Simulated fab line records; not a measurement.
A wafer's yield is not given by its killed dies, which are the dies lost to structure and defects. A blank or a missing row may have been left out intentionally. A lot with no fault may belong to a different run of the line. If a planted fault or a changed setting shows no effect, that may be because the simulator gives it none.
fab line records | flow n5Finfet
[record] lots = 3 wafers = 9 lastDay = 17
route steps=1938 shown BEOL_M14@1741 BEOL_M15@1773
lots that met no fault: from a run of the same line without faults
startH: start of the lot's first displayed wafer, in hours after the record's first day | waitH: hours since the lot's step before | " repeats the value in the row above | L1.1+2: one row covering several wafers at once | - no value present, or no start provided | * or withheld: withheld | < > ~ a bound
route shown NAME@n: a module of which the file shows steps, and the number in the route of the first | usual: mean/standard deviation taken from wafers without a fault | same: alike in all rows | chamber/n: place in a boat | sites: each site's reading | _std_site: standard deviation across them | _edge_site: mean of outer sites minus mean of inner sites | radiusMm: for every site, how far away it sits from the centre of the wafer | mask NAME#n: copy n | behind: the tool/chamber that last shaped the wafer | hold: cause of the lot's hold/its duration in hours/its outcome | device: whichever transistor did not switch (one of n, p or np) | end of line: tests run on the same wafers once the route is complete | a step without rows: its recipe alone | killed: dies that structure and defects cost at the first sort, which is not the same as the wafer's yield | map: a wafer's dies, x killed, . not, _ none there
set.NAME: setting as actually run; set.NAME@STEP: the setting as run at that earlier step | model.NAME: the simulator's own value behind a step, which no gauge read
certain route steps with their lots: each step a table, each wafer a row
services: from which hour (startH, from the record's first day; less than 0 if before it) a tool's chamber was out of use, for how many hours, and why
[[steps]]
[step N5_BEOL_M14_SOFTBAKE_23]
[recipe] tempC = 130 timeS = 60
[step N5_BEOL_M14_EXPOSE_25]
[recipe] maskId = M14 na = 0.8 sourceShape = annular sigmaInner = 0.5 sigmaOuter = 0.8 polarization = unpolarized targetCdNm = 280 doseMj = 26.6
[step N5_BEOL_M14_PEB_26]
[recipe] pebTempC = 130 pebTimeS = 90
[step N5_BEOL_M14_DEVELOP_27]
[recipe] developTimeS = 45 rinseLiquid = diw dry = airSpin devTempC = 21
[step N5_BEOL_M14_HARDBAKE_32]
[recipe] tempC = 130 timeS = 120
[step N5_BEOL_M14_DESCUM_33]
[recipe] chemistry = O2 timeS = 7.9 sourcePowerW = 50 biasPowerW = 20 pressureMtorr = 20 rfFrequencyHz = 2.712e+07 tempC = 40 o2FlowSccm = 225
[step N5_BEOL_M14_ETCH_67]
[recipe] chemistry = CF4 target = SiARC targetDepthA = 1430 timeS = 238.3 ionEnergyEv = 80 pressureMtorr = 40 sourceW = 545 biasW = 36 Ar_flow_sccm = 100 cf4FlowSccm = 100 ends = cleared
[step N5_BEOL_M14_ETCH_68]
[recipe] chemistry = N2/H2 target = SOC maskMaterial = SiARC sourceW = 3000 biasW = 350 tempC = 40 timeS = 450 ionEnergyEv = 200 pressureMtorr = 30 n2FlowSccm = 200 h2FlowSccm = 200
[step N5_BEOL_M14_STRIP_69]
[recipe] chemistry = N2/H2 tempC = 40 n2FlowSccm = 200 h2FlowSccm = 200 rfFrequencyHz = 6e+07
[step N5_BEOL_M14_TRENCH_ETCH_34]
[recipe] chemistry = C4F8/O2/Ar target = SiO2 targetDepthA = 5566.5 maskMaterial = SOC heInnerTorr = 15 heOuterTorr = 30 timeS = 126.9 ionEnergyEv = 800 pressureMtorr = 20 sourceW = 1905 biasW = 2040 Ar_flow_sccm = 400 C4F8_flow_sccm = 16 O2_flow_sccm = 12
[usual] drypumpMotorCurrentA = 5.75/0.3 heOuterTorr = 30.01/0.055 oesProductAu = 0.79/0.087 rfFwdPowerW = 1896/6.9 rfVppV = 2225/26 showerheadPlenumPTorr = 3.46/0.11 throttleValvePct = 30.86/0.23
// columns lot.wafer tool chamber startH waitH drypumpMotorCurrentA heOuterTorr oesProductAu rfFwdPowerW rfHoursCounterH rfVppV showerheadPlenumPTorr throttleValvePct model.etch.depthNm
L474.3 rieDiel-04 1 308.99 0.0 6.42 29.96 0.90 - 35 2211 3.50 30.95 538.4
L474.4 " 2 " " 6.08 29.95 0.71 1896 211 2224 3.39 31.25 546.5
L474.5 " 2 " " 6.06 30.00 0.71 - - 2226 3.39 31.24 518.3
L483.2 rieDiel-03 3 369.02 0.0 5.55 30.04 0.68 1896 245 2216 3.38 31.20 545.4
L483.3 " 1 " " 5.40 29.97 0.70 1894 235 2189 3.26 30.45 558.9
L483.6 " 1 " " 5.43 30.04 0.70 1903 - 2187 3.26 30.46 560.3
L484.1 rieDiel-04 2 388.54 0.0 6.06 30.02 0.69 1891 242 2225 3.37 31.26 543.3
L484.2 " 0 " " 6.31 30.08 0.90 1884 39 2247 3.49 30.69 568.3
L484.5 " 0 " " 6.29 30.14 0.90 1883 - 2249 3.49 30.68 565.6
[step N5_BEOL_M14_STRIP_70]
[recipe] chemistry = C4F8/O2/Ar resist = SiARC rfFrequencyHz = 6e+07
[step N5_BEOL_M14_OCD_MEAS_35]
[usual] trenchDepthNm = 559/10
// columns lot.wafer tool chamber startH waitH trenchDepthNm
L474.3 ocd-01 - 309.15 0.0 538
L474.4 " - " " 546
L474.5 " - " " 519
L483.2 ocd-01 - 369.18 0.0 545
L483.3 " - " " 559
L483.6 " - " " 560
L484.1 ocd-01 - 388.70 0.0 543
L484.2 " - " " 568
L484.5 " - " " 566
[step N5_BEOL_M14_STRIP_37]
[recipe] chemistry = O2 powerW = 600 tempC = 60 pressureMtorr = 30 rfFrequencyHz = 6e+07 biasPowerW = 0 overashFraction = 0.3 o2FlowSccm = 225
[step N5_BEOL_M14_ETCH_38]
[recipe] chemistry = CF4/N2 target = SiCN targetDepthA = 1065 taperDeg = 2 timeS = 120.6 ionEnergyEv = 150 maskMaterial = SiO2 pressureMtorr = 40 sourceW = 430 biasW = 70 Ar_flow_sccm = 100 cf4FlowSccm = 60 n2FlowSccm = 60
[step N5_BEOL_M14_PRECLEAN_39]
[recipe] chemistry = residueRemover timeS = 60 tempC = 40
[step N5_BEOL_M14_SRD_40]
[recipe] timeS = 30 tempC = 23 rinseLiquid = diw dry = n2Spin spinRpm = 1500 dryTimeS = 30
[step N5_BEOL_M14_DEGAS_41]
[recipe] ambient = vacuum tempC = 300 timeS = 60
[step N5_BEOL_M14_PRE_CLEAN_42]
[recipe] gas = H2/He timeS = 30 tempC = 300
[step N5_BEOL_M14_SPUTTER_43]
[recipe] material = TaN targetThkA = 150 tempC = 50 biasV = 168.6 powerW = 15000 chamberPressurePa = 0.12 timeS = 24.19
[step N5_BEOL_M14_SPUTTER_44]
[recipe] material = Ta targetThkA = 150 tempC = 50 biasV = 80 powerW = 15000 chamberPressurePa = 0.07 timeS = 24.19
[step N5_BEOL_M14_SPUTTER_45]
[recipe] material = Cu targetThkA = 1000 tempC = -20 biasV = 60 powerW = 26000 chamberPressurePa = 0.13 timeS = 16.67
[step N5_BEOL_M14_ECD_47]
[recipe] material = Cu targetThkA = 12480
[step N5_BEOL_M14_ANNEAL_48]
[recipe] tempC = 225 timeS = 90 ambient = N2
[step N5_BEOL_M14_CMP_49]
[recipe] stopOn = SiO2 tOverpolishS = 5.2 downForcePsi = 2 platenRpm = 80 clearingPlatenDownForcePsi = 2 clearingPlatenRpm = 80 postCmpClean = cuAlkaline targetThkNm = 560 clearingPlatenPadVelocityMS = 1.5917 padVelocityMS = 1.5917
[usual] barrierFieldEndpointS = 11.24/0.26 motorCurrentA = 7.9/0.63 overpolishRunS = 5.200/0.0097 padLifeWafers = 1006/650 timeToEndpointS = 120/4
// columns lot.wafer tool chamber startH waitH barrierFieldEndpointS motorCurrentA overpolishRunS padLifeWafers timeToEndpointS model.Cu_of_BEOL_M14_ECD_47.thkNm
L474.4 cmp-02 1 316.26 0.2 11.14 8.2 5.206 391 117 548.2
L474.3 " 2 " " 11.06 7.6 5.192 392 116 540.2
L474.5 " 0 " " 10.95 6.7 5.219 - 117 520.8
L483.3 cmp-01 2 374.53 0.2 11.39 7.6 5.201 738 117 561
L483.2 " 0 " " 11.37 7.7 5.204 740 116 547.4
L483.6 " 2 " " 11.39 7.5 5.208 - 119 562.2
L484.2 cmp-02 1 390.60 0.2 11.00 8.4 5.203 942 117 571.4
L484.1 " 2 " " 11.01 7.7 5.189 943 117 545.8
L484.5 " 2 " " 11.12 8.1 5.199 - 117 569
[step N5_BEOL_M14_THK_MEAS_50]
[recipe] thkMeasGauge = xrf reads = Cu_of_BEOL_M14_ECD_47
[usual] M14_THK = 567/11
// columns lot.wafer tool chamber startH waitH M14_THK[nm]
L474.3 filmMetro-01 - 316.52 - 542
L474.4 " - " " 551
L474.5 " - " " 522
L483.2 filmMetro-02 - 374.82 - 555
L483.3 " - " " 570
L483.6 " - " " 571
L484.1 filmMetro-02 - 390.89 - 555
L484.2 " - " " 582
L484.5 " - " " 580
[step N5_BEOL_M14_PRE_CLEAN_52]
[recipe] gas = NH3 timeS = 15 tempC = withheld rfPowerW = 300
[step N5_BEOL_M14_DEP_53]
[recipe] material = SiCN targetThkA = 500 tempC = withheld precursor = 3MS/NH3 pressureTorr = 3 rfW = 675 timeS = 17.8
[step N5_BEOL_M14_RS_MEAS_54]
[recipe] thkMeasGauge = four-point-probe reads = Cu_of_BEOL_M14_ECD_47+Ta_of_BEOL_M14_SPUTTER_44+TaN_of_BEOL_M14_SPUTTER_43
[usual] M14_RS = 0.0330/0.00062
// columns lot.wafer tool chamber startH waitH M14_RS[ohm/sq]
L474.3 filmMetro-02 - 316.65 0.1 0.0343
L474.4 " - " " 0.0339
L474.5 " - " " 0.0357
L483.2 filmMetro-02 - 374.95 0.1 0.0339
L483.3 " - " " 0.0331
L483.6 " - " " 0.0330
L484.1 filmMetro-01 - 391.02 0.0 0.0340
L484.2 " - " " 0.0324
L484.5 " - " " 0.0326
[step N5_BEOL_M15_ILD_DEP_00]
[recipe] material = SiO2 targetThkA = 16293 tempC = 400 precursor = TEOS/O2 pressureTorr = 6.5 rfW = 900 teosFlowSccm = 161.4 gas = O2 flowSccm = 2650 timeS = 346.1
[step N5_BEOL_M15_COAT_58]
[recipe] resist = BARC tempC = 205 timeS = 60 spinRpm = 1500 resistThkNm = 89
[step N5_BEOL_M15_COAT_04]
[recipe] spinRpm = 1704 resistThkNm = 800
[step N5_BEOL_M15_EBR_06]
[recipe] solvent = PGMEA ebrWidthMm = 1.5
[step N5_BEOL_M15_SOFTBAKE_05]
[recipe] tempC = 130 timeS = 60
[step N5_BEOL_M15_EXPOSE_07]
[recipe] maskId = V14 na = 0.8 sourceShape = annular sigmaInner = 0.5 sigmaOuter = 0.8 polarization = unpolarized attpsmPhaseDeg = 180 doseMj = 41.25
[step N5_BEOL_M15_PEB_08]
[recipe] pebTempC = 130 pebTimeS = 90
[step N5_BEOL_M15_DEVELOP_09]
[recipe] developTimeS = 45 rinseLiquid = diw dry = airSpin devTempC = 21
[step N5_BEOL_M15_HARDBAKE_14]
[recipe] tempC = 130 timeS = 120
[step N5_BEOL_M15_RC_MEAS_101]
[usual] etestTempC = 25.00/0.11 COMB_M10 = 1.5e-11/3.2e-12 COMB_M10_max_site = 2.2e-11/5.1e-12 COMB_M11 = 1.5e-11/3.1e-12 COMB_M12 = 6.4e-12/1.4e-12 COMB_M13 = 4.9e-12/9.4e-13 COMB_M13_max_site = 7.1e-12/1.6e-12 COMB_M14 = 3.9e-12/8.9e-13 COMB_M15 = 2.8e-12/5.6e-13 COMB_M5 = 3.8e-11/8.1e-12 COMB_M5_max_site = 5.6e-11/1.4e-11 COMB_M6 = 2.6e-11/5.4e-12 COMB_M6_max_site = 3.7e-11/9.2e-12 COMB_M7 = 2.6e-11/5.7e-12 COMB_M8 = 2.6e-11/5.5e-12 COMB_M9 = 1.49e-11/3e-12 SERP_M10 = 3.09/0.083 SERP_M10_max_site = 3.17/0.089 SERP_M11 = 3.07/0.067 SERP_M12 = 0.635/0.013 SERP_M13 = 0.309/0.0048 SERP_M14 = 0.160/0.0033 SERP_M14_max_site = 0.162/0.0033 SERP_M5 = 39.4/1.6 SERP_M6 = 13.7/0.39 SERP_M7 = 13.8/0.43 SERP_M8 = 13.9/0.5 SERP_M9 = 3.06/0.076
// columns lot.wafer tool chamber startH waitH etestTempC COMB_M10[S/m] COMB_M10_max_site[S/m] COMB_M11[S/m] COMB_M12[S/m] COMB_M13[S/m] COMB_M13_max_site[S/m] COMB_M14[S/m] COMB_M15[S/m] COMB_M5[S/m] COMB_M5_max_site[S/m] COMB_M6[S/m] COMB_M6_max_site[S/m] COMB_M7[S/m] COMB_M8[S/m] COMB_M9[S/m] SERP_M10[ohm/um] SERP_M10_max_site[ohm/um] SERP_M11[ohm/um] SERP_M12[ohm/um] SERP_M13[ohm/um] SERP_M14[ohm/um] SERP_M14_max_site[ohm/um] SERP_M5[ohm/um] SERP_M6[ohm/um] SERP_M7[ohm/um] SERP_M8[ohm/um] SERP_M9[ohm/um]
L474.3 prober-01 0 325.55 0.3 24.95 1.2e-11 1.7e-11 1.4e-11 8.1e-12 4.7e-12 6.6e-12 4.6e-12 2.9e-12 2.2e-11 2.8e-11 3.3e-11 5e-11 2.4e-11 1.8e-11 1.51e-11 3.08 3.12 3.06 0.629 0.308 0.169 0.172 37.8 14.0 14.3 14.0 3.11
L474.4 " 0 " " 24.97 1.9e-11 2.3e-11 1.6e-11 6.2e-12 4.5e-12 6e-12 4.4e-12 2.9e-12 3.8e-11 5.2e-11 2.9e-11 4.3e-11 2.2e-11 2.3e-11 1.36e-11 3.08 3.08 3.16 0.643 0.310 0.165 0.166 37.2 13.0 13.7 13.7 3.13
L474.5 " 0 " " 25.01 1.3e-11 1.8e-11 1.3e-11 6e-12 4.5e-12 5e-12 5.6e-12 2.9e-12 3e-11 5e-11 2.2e-11 3.1e-11 2.7e-11 2.3e-11 8.6e-12 2.95 3.07 3.03 0.628 0.312 0.172 0.174 39.1 13.8 14.0 14.5 3.12
L483.2 prober-02 0 381.84 0.2 25.20 1.4e-11 1.9e-11 1.6e-11 6.2e-12 3.9e-12 4.9e-12 3.3e-12 4.2e-12 3.9e-11 6.4e-11 3e-11 3.6e-11 1.8e-11 2.5e-11 1.28e-11 3.09 3.14 3.02 0.610 0.302 0.165 0.166 39.1 13.8 13.4 13.8 3.06
L483.3 " 0 " " 25.00 1.8e-11 2.6e-11 1.5e-11 6.3e-12 4.9e-12 6.9e-12 3.1e-12 2.6e-12 4.1e-11 6.4e-11 2.6e-11 4.1e-11 2.4e-11 2.8e-11 2.4e-11 2.96 3.13 3.08 0.611 0.307 0.160 0.161 39.0 13.8 13.7 15.3 3.06
L483.6 " 0 " " 24.98 2e-11 2.5e-11 2.1e-11 7.5e-12 6e-12 7.8e-12 2.6e-12 2.8e-12 4.9e-11 6.7e-11 2.7e-11 3.4e-11 3.4e-11 2.6e-11 1.41e-11 3.03 3.12 2.99 0.619 0.311 0.160 0.162 41.0 13.4 13.1 14.1 3.13
L484.1 prober-01 0 395.91 0.0 24.92 2.2e-11 3.4e-11 2.1e-11 5.8e-12 4.3e-12 6.7e-12 2.8e-12 2.3e-12 4.4e-11 5.2e-11 1.6e-11 2.2e-11 2.8e-11 2.5e-11 1.29e-11 3.06 3.16 3.10 0.654 0.300 0.165 0.166 37.9 13.1 13.7 13.4 3.20
L484.2 " 0 " " 25.05 1.5e-11 2e-11 1.3e-11 6.3e-12 4.6e-12 7.9e-12 3.2e-12 2.9e-12 3.1e-11 4.1e-11 2.1e-11 2.4e-11 2.1e-11 3.9e-11 1.33e-11 3.17 3.29 3.07 0.635 0.304 0.156 0.158 42.7 14.4 14.1 14.6 3.10
L484.5 " 0 " " 25.00 1.8e-11 2.6e-11 2.1e-11 5.6e-12 5.1e-12 7.7e-12 2.9e-12 2.6e-12 4.7e-11 5.6e-11 2.3e-11 3.7e-11 3.1e-11 2e-11 1.46e-11 3.01 3.03 3.11 0.646 0.308 0.159 0.161 41.6 13.5 13.7 14.3 3.11
// sites SERP_M14 radiusMm=0,75,75,75,75,140,140,140,140
L474.3 0.167 0.169 0.169 0.169 0.168 0.169 0.171 0.172 0.170
L483.2 0.166 0.165 0.164 0.166 0.165 0.162 0.164 0.165 0.163
L484.1 0.163 0.166 0.165 0.165 0.166 0.165 0.165 0.165 0.164
[[services]]
// columns tool chamber startH hours kind
rieDiel-03 - 321.59 0.2 repair
rieDiel-03 3 327.58 11.6 repair
rieDiel-04 1 328.03 7.2 repair
cmp-01 - 333.78 6.5 pm
rieDiel-04 3 367.57 8.4 repair
cmp-02 - 373.27 5.7 pm
cmp-02 - 381.30 0.8 repair
cmp-01 - 383.00 1.1 repair
rieDiel-04 3 383.30 - clean
rieDiel-04 3 383.30 - consumableReplace:focusRing
rieDiel-04 3 383.30 17.9 scheduledDown
rieDiel-04 3 383.30 17.9 ventCycle
rieDiel-03 3 383.65 - clean
rieDiel-03 3 383.65 - consumableReplace:focusRing
rieDiel-03 3 383.65 21.6 scheduledDown
rieDiel-03 3 383.65 21.6 ventCycle
[[key]]
[firstSign] step = N5_BEOL_M14_OCD_MEAS_35 reading = trenchDepthNm direction = down sigmas = 3 usual = 559 struck = 529
[effect] step = N5_BEOL_M14_THK_MEAS_50 reading = M14_THK direction = down sigmas = 3.2 usual = 567 struck = 532
[effect] step = N5_BEOL_M14_RS_MEAS_54 reading = M14_RS direction = up sigmas = 3.2 usual = 0.0330 struck = 0.0350
[effect] step = N5_BEOL_M15_RC_MEAS_101 reading = SERP_M14 direction = up sigmas = 3.1 usual = 0.160 struck = 0.171
[modelEffect] step = N5_BEOL_M14_TRENCH_ETCH_34 value = etch.depthNm without = 558.7 struck = 528.4
[modelEffect] step = N5_BEOL_M14_CMP_49 value = Cu_of_BEOL_M14_ECD_47.thkNm without = 560.8 struck = 530.5
metAt N5_BEOL_M14_TRENCH_ETCH_34
struckWafers L474.3,L474.5
[fault] kind = processParameterDrift tool = rieDiel-04 chamber = - onsetH = 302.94 steps = N5_BEOL_M14_TRENCH_ETCH_34 channel = timeS offset = * shape = step endH = 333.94 scope = struckWafersOnly actsIn = * stated = *
